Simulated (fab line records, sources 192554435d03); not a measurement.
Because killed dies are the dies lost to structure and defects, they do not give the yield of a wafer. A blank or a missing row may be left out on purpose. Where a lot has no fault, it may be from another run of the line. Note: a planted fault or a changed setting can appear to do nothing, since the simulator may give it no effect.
Chamber matching ; flow n5 finfet ; N5_DUMMY_GATE_ETCH_42 on rie diel-04: 4 sister chambers
The step etches SiO2 in CHF3/O2, target depth 3.5 nm, time 31 s. 22 wafers are shown with their chamber, then 11 later ones without.

## WAFERS WITH THEIR CHAMBER
wafer;chamber;showerhead plenum p Torr (Torr);drypump motor current A (A);throttle valve pct (%)
L075.3;3;2.42;5.0;18.29
L075.4;0;2.42;5.7;18.67
L075.6;1;2.36;5.7;18.44
L076.2;1;2.36;5.7;18.44
L076.3;3;2.42;5.0;18.31
L076.5;1;2.36;5.7;18.45
L077.2;0;2.42;5.7;18.66
L077.3;1;2.36;5.7;18.44
L077.5;2;2.29;6.1;18.81
L081.2;3;2.42;5.0;18.33
L081.5;1;2.36;5.6;18.47
L081.6;0;2.42;5.7;18.68
L082.1;2;2.29;6.0;18.80
L082.2;1;2.35;5.7;18.48
L082.3;0;2.42;5.7;18.67
L084.2;3;2.41;5.0;18.31
L084.3;1;2.35;5.7;18.45
L084.4;0;2.42;5.7;18.69
L086.2;1;2.35;5.7;18.47
L086.4;3;2.41;5.0;18.32
L086.5;0;2.42;5.7;18.71
L087.2;1;2.35;5.7;18.47

SIGNATURES (averages over the wafers above)
reading;chamber 0;chamber 1;chamber 2;chamber 3;scatter within a chamber
showerhead plenum p Torr;2.4200;2.3556;2.2900;2.4160;0.00436
drypump motor current A;5.700;5.689;6.050;5.000;0.0278
throttle valve pct;18.6800;18.4567;18.8050;18.3120;0.0159
Rule: distance of a wafer from a chamber = root of the sum over the readings of ((wafer's reading minus chamber's mean) / reading's scatter) squared. The wafer belongs to the nearest chamber; if the next one is less than 2 further off, it can't be placed. How the scatter is found: for the shown wafers, subtract from each reading the mean of its chamber, square and add these, divide the total by (wafers less chambers), then take the root.

## WAFERS WITHOUT THEIR CHAMBER
wafer;showerhead plenum p Torr (Torr);drypump motor current A (A);throttle valve pct (%)
L087.3;2.41;5.0;18.35
L087.6;2.41;5.0;18.33
L089.3;2.29;6.0;18.83
L089.4;2.41;5.7;18.70
L089.5;2.41;5.7;18.69
L093.1;2.41;5.0;18.34
L093.2;2.29;6.0;18.84
L093.6;2.41;5.7;18.73
L097.1;2.41;5.0;18.33
L097.2;2.28;6.0;18.83
L097.4;2.41;5.7;18.71

## THE CHAMBER EACH PASSED THROUGH
wafer;from the rows above;in truth
L087.3;3;3
L087.6;3;3
L089.3;2;2
L089.4;0;0
L089.5;0;0
L093.1;3;3
L093.2;2;2
L093.6;0;0
L097.1;3;3
L097.2;2;2
L097.4;0;0
Correctly placed: 11 of 11. Left unplaced by these rows: 0. 0 placed wrongly.
